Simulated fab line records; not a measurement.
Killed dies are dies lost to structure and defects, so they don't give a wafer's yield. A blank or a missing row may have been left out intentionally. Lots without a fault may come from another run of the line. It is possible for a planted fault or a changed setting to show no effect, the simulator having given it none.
Matching of chambers ; flow n5_finfet ; pecvd-04 running N5_FIN_SAQP_HM_DEP_72: 3 sister chambers
The step deposits SiO2 from SiH4/N2O, target thk 12 nm, time 7.2 s. 22 wafers are shown with their chamber, then 11 later ones without.

WAFERS WITH THEIR CHAMBER
wafer;chamber;showerhead_plenum_p_Torr (Torr);heater_power_w (W)
L075.1;0;8.39;787
L075.3;1;8.25;895
L075.5;1;8.24;885
L084.1;0;8.38;749
L084.4;2;8.23;734
L084.6;1;8.26;859
L086.1;0;8.38;792
L086.2;1;8.26;910
L086.3;2;8.21;777
L087.1;2;8.21;773
L087.4;0;8.40;696
L087.5;1;8.23;877
L088.1;2;8.24;776
L088.3;0;8.37;788
L088.6;2;8.22;791
L091.2;0;8.40;797
L091.4;1;8.26;916
L091.5;0;8.38;833
L093.2;1;8.25;863
L093.4;0;8.36;750
L093.5;2;8.23;808
L095.2;0;8.39;815

SIGNATURES, as means of the wafers listed above
reading;chamber 0;chamber 1;chamber 2;scatter within a chamber
showerhead_plenum_p_Torr;8.3833;8.2500;8.2233;0.0124
heater_power_w;778.56;886.43;776.50;32
Rule: a wafer lies at a distance from a chamber equal to the root of the sum of squares, over the readings, of (its reading less the chamber's mean, divided by the reading's scatter). If the next closest chamber is less than 2 further off than the closest, the wafer can't be placed; otherwise it belongs to the closest. The scatter is the square root of a quotient: the sum, over the shown wafers, of each reading's squared deviation from its chamber's mean, divided by wafers minus chambers.

WAFERS WHOSE CHAMBER IS MISSING
wafer;showerhead_plenum_p_Torr (Torr);heater_power_w (W)
L095.3;8.24;941
L095.5;8.24;817
L096.1;8.41;788
L096.2;8.24;855
L096.3;8.26;858
L096.4;8.39;775
L096.5;8.37;786
L096.6;8.27;857
L097.2;8.26;917
L097.3;8.23;794
L097.5;8.39;799

WHICH CHAMBER EACH ONE RAN IN
wafer;from the rows above;in truth
L095.3;1;1
L095.5;can't be placed: 2 or 1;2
L096.1;0;0
L096.2;can't be placed: 1 or 2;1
L096.3;1;1
L096.4;0;0
L096.5;0;0
L096.6;1;1
L097.2;1;1
L097.3;2;2
L097.5;0;0
9 of 11 placed correctly. From these rows, 2 cannot be placed; in 2 the true chamber is one of the candidates. 0 placed wrongly.
